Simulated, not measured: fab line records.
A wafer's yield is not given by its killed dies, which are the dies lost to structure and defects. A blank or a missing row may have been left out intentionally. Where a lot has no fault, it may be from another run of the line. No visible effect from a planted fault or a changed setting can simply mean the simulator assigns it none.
A struck lot beside a sound one || flow nandHarc || 14 steps out of a route of 1159
Sound: the wafers L964.1, L964.3, L964.4. Struck: wafer L975.6 (left out: L975.1, L975.5 of the same lot, which were not struck); the cause appears at the end.
Each step with rows lists, per side, the tool, then ch with its chambers, then its first start. Under that, the readings that differ: sound wafers || struck wafers || difference of the means || sigmas: that difference in standard deviations of wafers without a fault.
alike: readings whose means differ by less than 2 such deviations, and words and numbers that are the same on both sides. not compared: withheld readings, readings that some wafer has no value for, bounds like >300 that may hide the same value, and numbers for which the record gives no deviation and whose values overlap.
Wherever a step has rows on one side only, a row that says differs or no value, or a row with sigmas, the two part there. Numbers that have no deviation but don't overlap get no sigmas and don't part them. A reading missing from all wafers of one side parts the sides only when that side holds two or more wafers.

first, 4 steps without rows for these wafers: NHARC_A_WL_FILL_STRIP_28 (strips in post etch residue remover, time 1200 s); NHARC_A_WL_FILL_PRECLEAN_06 (cleans in DIW, time 300 s); NHARC_A_WL_FILL_SRD_07; NHARC_A_WL_FILL_ANNEAL_08 (time 1800 s).
NHARC_A_WL_FILL_ALD_10: deposits SiO2, target thk 50 nm, pulse time 10 s, ald cycles 500.
  sound on aldHk-03 ch 0,2,3, day 16 19:53; struck on aldHk-01 ch 2, day 20 11:05
{"reading": "susceptorTempC (C)", "sound": "300.02 299.77 300.23", "struck": 299.56, "difference": -0.45, "sigmas": -2}
  alike: heaterPowerW, precursorPulseHeightRel
NHARC_A_WL_FILL_ETCHBACK_16: etches the open film in C4F8/O2/Ar, target depth 88 nm, time 17.6 s.
  sound: rieDiel-07 ch 0,2,3; struck: rieDiel-07 ch 1
  alike: oesProductAu, rfVppV
  not compared: rfHoursCounterH
NHARC_A_WL_FILL_STRIP_29: strips in O2, time 20 s.
  sound on rieDiel-07 ch 0,1,3, day 17 00:41; struck on rieDiel-07 ch 2, day 20 14:17
  alike: drypumpMotorCurrentA, oesProductAu, rfVppV, showerheadPlenumPTorr, throttleValvePct
  not compared: rfHoursCounterH
NHARC_A_WL_FILL_ETCHBACK_17: etches the open film in Cl2/BCl3, target depth 4 nm, time 26.7 s.
  sound on rieMetal-03 ch 0,1, day 17 00:47; struck on rieMetal-03 ch 0, day 20 14:22
  alike: drypumpMotorCurrentA, oesProductAu
  not compared: rfHoursCounterH
then, 3 steps without rows for these wafers: NHARC_A_WL_FILL_PRECLEAN_18 (cleans in dHF, time 30 s); NHARC_A_WL_FILL_SRD_21; NHARC_A_WL_FILL_CVD_23 (deposits poly-Si, target thk 40 nm, time 800 s).
NHARC_A_WL_FILL_ETCHBACK_26: etches the open film in HBr, target depth 52 nm, time 13.3 s.
  sound on rieSi-03 ch 1,2,3, day 17 05:58; struck on rieSi-03 ch 2, day 20 19:40
{"reading": "oesProductAu (a.u.)", "sound": "1.001 0.992 1.000", "struck": 0.867, "difference": -0.131, "sigmas": -15}
  alike: drypumpMotorCurrentA, throttleValvePct
  not compared: rfHoursCounterH
then, 1 step without rows for these wafers: NHARC_A_WL_FILL_PRECLEAN_30 (cleans in dHF, time 10 s).
NHARC_END_SORT_01:
  the record has rows for the sound wafers here (prober-01 ch 0, day 21 15:43) and none for the struck ones

WHERE THEY PART
Earliest at NHARC_A_WL_FILL_ALD_10; latest, in this record, at NHARC_END_SORT_01.

WHY: the cause the simulator had injected
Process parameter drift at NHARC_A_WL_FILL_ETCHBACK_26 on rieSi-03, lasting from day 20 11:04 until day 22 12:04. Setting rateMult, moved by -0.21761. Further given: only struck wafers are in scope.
